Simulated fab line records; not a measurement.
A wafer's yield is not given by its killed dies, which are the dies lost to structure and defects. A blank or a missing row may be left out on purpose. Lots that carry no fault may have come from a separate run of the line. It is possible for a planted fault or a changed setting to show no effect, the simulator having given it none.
Which tool did it? -- flow n5_finfet -- 24 lots with 72 wafers sampled at 5 steps, on a route of 1938 steps

WHAT THE GAUGES SHOWED, per wafer
N5_BEOL_M12_OCD_MEAS_35. Usual: trench_depth_nm reads 318 nm (standard deviation 6).
lot,measured,on,trench_depth_nm (nm),flag
L075,day 10 05:08,ocd-02,319 323 320,
L074,day 10 13:44,ocd-02,320 317 307,
L077,day 11 02:35,ocd-02,308 323 318,
L076,day 11 04:10,ocd-02,323 320 324,
L079,day 11 10:04,ocd-01,325 316 317,
L078,day 11 14:23,ocd-01,330 324 324,
L080,day 11 17:49,ocd-02,321 323 319,
L081,day 11 20:58,ocd-02,307 326 306,
L082,day 12 11:19,ocd-02,317 326 315,
L083,day 12 11:55,ocd-02,304 324 315,
L084,day 13 06:49,ocd-01,309 314 318,
L086,day 13 22:05,ocd-02,303 315 321,
L087,day 13 22:51,ocd-01,324 324 317,
L085,day 14 00:10,ocd-01,320 318 317,
L088,day 14 15:14,ocd-01,306 315 323,
L089,day 14 15:37,ocd-02,320 322 321,
L091,day 14 17:55,ocd-02,322 327 316,
L090,day 14 21:22,ocd-02,312 307 325,
L093,day 15 00:26,ocd-01,324 307 312,
L092,day 15 02:47,ocd-01,327 319 327,
L094,day 15 04:50,ocd-02,320 319 318,
L095,day 16 02:33,ocd-01,314 318 317,
L096,day 16 07:43,ocd-01,329 326 330,
L097,day 16 20:07,ocd-01,320 318 327,

N5_BEOL_M12_INSPECT_55: inspects for defects (darkfield). Usual: raw_defect_count reads 69 (standard deviation 28).
lot,measured,on,raw_defect_count,flag
L075,day 10 09:31,defect_inspect-01,49 60 53,
L074,day 10 15:28,defect_inspect-02,70 52 83,
L077,day 11 04:17,defect_inspect-01,211 161 67,
L076,day 11 07:26,defect_inspect-02,73 38 56,
L079,day 11 13:10,defect_inspect-01,46 54 58,
L078,day 11 17:50,defect_inspect-02,69 101 76,
L080,day 11 23:50,defect_inspect-02,53 63 59,
L081,day 12 00:57,defect_inspect-02,81 95 93,
L082,day 12 13:36,defect_inspect-02,48 65 72,
L083,day 12 17:38,defect_inspect-01,110 59 163,
L084,day 13 09:01,defect_inspect-01,106 66 84,
L086,day 14 01:09,defect_inspect-02,56 47 62,
L087,day 14 01:25,defect_inspect-02,91 106 84,
L085,day 14 01:54,defect_inspect-02,35 43 58,
L088,day 14 21:22,defect_inspect-02,37 82 71,
L089,day 14 21:38,defect_inspect-02,43 78 90,
L091,day 14 21:55,defect_inspect-02,59 28 47,
L090,day 15 00:22,defect_inspect-02,49 65 81,
L093,day 15 03:08,defect_inspect-02,49 43 46,
L092,day 15 09:27,defect_inspect-02,79 57 64,
L094,day 15 08:34,defect_inspect-02,58 62 28,
L095,day 16 06:42,defect_inspect-02,69 34 63,
L096,day 16 10:23,defect_inspect-01,43 78 44,
L097,day 16 21:53,defect_inspect-02,121 55 141,

N5_BEOL_M13_INSPECT_12: inspects for defects (macro). Usual: raw_defect_count reads 2.1 (standard deviation 1.4).
lot,measured,on,raw_defect_count,flag
L075,day 10 10:11,defect_inspect-02,0 1 5,
L074,day 10 16:08,defect_inspect-01,2 1 1,
L077,day 11 04:58,defect_inspect-02,1 2 4,
L076,day 11 07:59,defect_inspect-02,2 1 1,
L079,day 11 13:50,defect_inspect-01,2 3 1,
L078,day 11 18:22,defect_inspect-01,4 3 3,
L080,day 12 00:23,defect_inspect-02,4 2 1,
L081,day 12 01:29,defect_inspect-02,1 0 1,
L082,day 12 14:16,defect_inspect-01,4 1 2,
L083,day 12 18:14,defect_inspect-02,1 1 2,
L084,day 13 09:42,defect_inspect-01,3 0 2,
L086,day 14 01:41,defect_inspect-01,2 6 2,
L087,day 14 01:58,defect_inspect-01,2 0 2,
L085,day 14 03:23,defect_inspect-01,2 1 1,
L088,day 14 22:02,defect_inspect-02,0 4 2,
L089,day 14 22:19,defect_inspect-01,2 0 5,
L091,day 14 22:35,defect_inspect-02,0 3 1,
L090,day 15 01:02,defect_inspect-01,1 3 3,
L093,day 15 03:41,defect_inspect-01,1 1 2,
L092,day 15 09:59,defect_inspect-01,1 1 1,
L094,day 15 09:07,defect_inspect-01,3 6 2,
L095,day 16 07:15,defect_inspect-02,4 2 3,
L096,day 16 10:55,defect_inspect-01,3 2 4,
L097,day 16 22:33,defect_inspect-01,2 2 1,

N5_BEOL_M13_OVL_MEAS_29. Usual: M13_OVL gives 0 nm (standard deviation 4.9).
lot,measured,on,M13_OVL (nm),flag
L075,day 10 11:07,overlay-02,1 -3 5,
L074,day 10 17:03,overlay-01,-5 -7 -5,
L077,day 11 06:00,overlay-01,1 3 2,
L076,day 11 09:23,overlay-02,3 10 8,
L079,day 11 14:53,overlay-02,1 -3 7,
L078,day 11 19:25,overlay-01,2 4 0,
L080,day 12 01:26,overlay-01,-2 -2 -5,
L081,day 12 02:25,overlay-01,7 9 3,
L082,day 12 15:11,overlay-01,2 4 -1,
L083,day 12 19:17,overlay-02,-5 -6 -4,
L084,day 13 10:37,overlay-02,-3 -6 -6,
L086,day 14 02:45,overlay-01,2 6 0,
L087,day 14 02:53,overlay-02,5 3 7,
L085,day 14 04:28,overlay-01,-5 -3 -2,
L088,day 14 23:07,overlay-01,7 3 6,
L089,day 14 23:22,overlay-02,-5 4 4,
L091,day 14 23:41,overlay-02,6 4 5,
L090,day 15 02:05,overlay-02,10 -1 2,
L093,day 15 04:36,overlay-02,-13 -1 -3,
L092,day 15 10:55,overlay-01,2 6 3,
L094,day 15 10:20,overlay-02,-9 -5 -10,
L095,day 16 08:10,overlay-02,5 -4 -3,
L096,day 16 11:50,overlay-02,0 0 0,
L097,day 16 23:28,overlay-02,-9 2 -4,

EACH LOT AND THE TOOL THAT RAN IT (in order: tool; ch and the chambers of the sampled wafers; start)
lot,N5_BEOL_M12_ANNEAL_48
L075,"rtp_anneal-01 ch 0, day 10 08:50"
L074,"rtp_anneal-01 ch 0, day 10 14:43"
L077,"rtp_anneal-02 ch 0, day 11 03:40"
L076,"rtp_anneal-01 ch 0, day 11 06:44"
L079,"rtp_anneal-02 ch 0, day 11 12:28"
L078,"rtp_anneal-02 ch 0, day 11 16:47"
L080,"rtp_anneal-01 ch 0, day 11 23:06"
L081,"rtp_anneal-01 ch 0, day 12 00:12"
L082,"rtp_anneal-01 ch 0, day 12 12:52"
L083,"rtp_anneal-02 ch 0, day 12 16:53"
L084,"rtp_anneal-01 ch 0, day 13 08:19"
L086,"rtp_anneal-02 ch 0, day 14 00:27"
L087,"rtp_anneal-02 ch 0, day 14 00:46"
L085,"rtp_anneal-01 ch 0, day 14 01:04"
L088,"rtp_anneal-01 ch 0, day 14 20:38"
L089,"rtp_anneal-01 ch 0, day 14 20:59"
L091,"rtp_anneal-02 ch 0, day 14 21:10"
L090,"rtp_anneal-02 ch 0, day 14 23:40"
L093,"rtp_anneal-02 ch 0, day 15 02:23"
L092,"rtp_anneal-01 ch 0, day 15 08:43"
L094,"rtp_anneal-02 ch 0, day 15 07:53"
L095,"rtp_anneal-01 ch 0, day 16 06:05"
L096,"rtp_anneal-02 ch 0, day 16 09:35"
L097,"rtp_anneal-02 ch 0, day 16 21:08"
- N5_BEOL_M12_ANNEAL_48: time 90 s.

AS READ BY THE TOOLS THEMSELVES (means over the sampled wafers that have a number; for cases with no such wafer, the mark the record gives instead)
N5_BEOL_M12_ANNEAL_48. Usual: wafer_temp_C_max reads 226.0 (standard deviation 0.55).
lot,tool,wafer_temp_C_max,flag
L075,rtp_anneal-01,225.5,
L074,rtp_anneal-01,225.6,
L077,rtp_anneal-02,226.7,
L076,rtp_anneal-01,225.6,
L079,rtp_anneal-02,226.6,
L078,rtp_anneal-02,226.1,
L080,rtp_anneal-01,225.8,
L081,rtp_anneal-01,225.3,
L082,rtp_anneal-01,225.4,
L083,rtp_anneal-02,226.5,
L084,rtp_anneal-01,225.5,
L086,rtp_anneal-02,226.4,
L087,rtp_anneal-02,226.6,
L085,rtp_anneal-01,225.4,
L088,rtp_anneal-01,225.5,
L089,rtp_anneal-01,225.5,
L091,rtp_anneal-02,226.5,
L090,rtp_anneal-02,226.6,
L093,rtp_anneal-02,226.4,
L092,rtp_anneal-01,225.7,
L094,rtp_anneal-02,226.7,
L095,rtp_anneal-01,225.4,
L096,rtp_anneal-02,225.9,
L097,rtp_anneal-02,226.2,

THE ANSWER, worked out from the rows above alone
Rule: a lot counts as off when the mean over its wafers that have a number is more than 3 standard deviations away from the usual mean. Also off: a lot with no number at a reading for which 4 or more lots have one. Any other lot the step has rows for is counted as sound. First the gauges in route order, then the tools' own readings, where a lot's mean is used as printed above. The first step at which some lot is off is used, and at that step the reading that is off furthest; a lot without a number counts as furthest.
None of the lots is off at any reading shown; this tells nothing.

WHAT THE SIMULATOR HAD PUT IN
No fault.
